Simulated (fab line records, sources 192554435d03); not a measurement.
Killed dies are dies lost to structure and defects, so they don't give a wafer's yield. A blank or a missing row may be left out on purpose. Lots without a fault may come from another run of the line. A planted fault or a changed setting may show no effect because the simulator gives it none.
A struck lot beside a sound one | flow n5_finfet | 18 steps out of a route of 1938
Sound: wafers L478.2, L478.3, L478.5. Struck: wafers L472.3, L472.4, L472.5. The cause comes at the end.
At each step with rows: each side's tool, then ch and its chambers, then its first start. Under that, the readings that differ: sound wafers | struck wafers | difference of the means | sigmas: that difference in standard deviations of wafers without a fault.
alike: readings whose means differ by less than 2 such deviations, and words and numbers that are the same on both sides. not compared: withheld readings, readings that some wafer has no value for, bounds like >300 that may hide the same value, and numbers for which the record gives no deviation and whose values overlap.
The two part at a step that has a row with sigmas, a row that says differs or no value, or rows on one side only. Numbers that don't overlap but have no deviation are shown without sigmas and don't part them. A reading that every wafer of one side lacks parts them only if that side has two wafers or more.

first, 2 steps without rows for these wafers: N5_BEOL_M3_STRIP_65 (strips in N2/H2); N5_BEOL_M3_STRIP_75 (strips in N2/H2).
N5_BEOL_M3_STRIP_66: strips in CF4.
  sound on rie_diel-05 ch 0,1, day 11 04:22; struck on rie_diel-05 ch 0,3, day 9 02:39
  alike: drypump_motor_current_A, oes_product_au, rf_vpp_V, showerhead_plenum_p_Torr, throttle_valve_pct
  not compared: rf_hours_counter_h
N5_BEOL_M3_HM_OPEN_17: chemistry Cl2/BCl3, target TiN, target depth 20 nm, overetch 6 nm.
  sound on rie_metal-02 ch 0, day 11 04:24; struck on rie_metal-03 ch 0,1, day 9 02:43
  reading                     | sound       | struck      | difference | sigmas
  drypump_motor_current_A (A) | 6.6 6.6 6.6 | 5.3 6.2 5.3 | -1.0       | -2
  alike: oes_product_au, throttle_valve_pct
  not compared: rf_hours_counter_h
N5_BEOL_M3_STRIP_19: strips in O2.
  sound on rie_diel-05 ch 1,2, day 11 04:37; struck on rie_diel-05 ch 0,2, day 9 02:48
  reading               | sound          | struck         | difference | sigmas
  oes_product_au (a.u.) | 1.00 0.92 0.99 | 0.69 0.69 0.75 | -0.26      | -3
  alike: drypump_motor_current_A, rf_vpp_V, showerhead_plenum_p_Torr, throttle_valve_pct
  not compared: rf_hours_counter_h
N5_BEOL_M3_CD_MEAS_18: pitch 36 nm, target cd 18 nm.
  sound on cd_sem-03, day 11 04:42; struck on cd_sem-03, day 9 02:53
  alike: cd_nm
then, 6 steps without rows for these wafers: N5_BEOL_M3_COAT_67 (time 60 s, resist thk 60 nm); N5_BEOL_M3_COAT_68 (time 60 s, resist thk 12 nm); N5_BEOL_M3_COAT_76 (time 60 s, resist thk 5 nm); N5_BEOL_M3_COAT_22 (resist thk 30 nm); N5_BEOL_M3_EBR_24; N5_BEOL_M3_SOFTBAKE_23 (time 60 s).
N5_BEOL_M3_EXPOSE_25: exposes mask V2, defocus 5 nm.
  sound on euv_scanner-01 ch 0, day 11 04:53; struck on euv_scanner-02 ch 0, day 9 03:04
  reading                         | sound       | struck | difference | sigmas
  model.BEOL_M3.overlay_x_nm (nm) | 0.2 0.2 0.2 | 4 4 4  | +4         |
  alike: mask
then, 2 steps without rows for these wafers: N5_BEOL_M3_PEB_26 (peb time 60 s); N5_BEOL_M3_DEVELOP_27 (develop time 30 s).
N5_BEOL_M3_CD_MEAS_28: target cd 25.7 nm, target cd y 23.3 nm.
  sound on cd_sem-03 ch 0, day 11 05:01; struck on cd_sem-01 ch 0, day 9 03:12
  alike: cd_nm
N5_BEOL_M3_OVL_MEAS_29:
  sound on overlay-02 ch 0, day 11 05:03; struck on overlay-01 ch 0, day 9 03:14
  reading     | sound       | struck      | difference | sigmas
  V2_OVL (nm) | 1.2 1.6 0.6 | 3.6 3.1 3.6 | +2.3       | +3
N5_BEOL_M3_INSPECT_30: inspects for defects (brightfield).
  sound on defect_inspect-02, day 11 05:06; struck on defect_inspect-01, day 9 03:17
  alike: raw_defect_count

WHERE THEY PART
First at N5_BEOL_M3_HM_OPEN_17; last, within this record, at N5_BEOL_M3_OVL_MEAS_29. Later steps at which nothing parts them and some readings are alike: N5_BEOL_M3_INSPECT_30.

WHY: what the simulator had put in
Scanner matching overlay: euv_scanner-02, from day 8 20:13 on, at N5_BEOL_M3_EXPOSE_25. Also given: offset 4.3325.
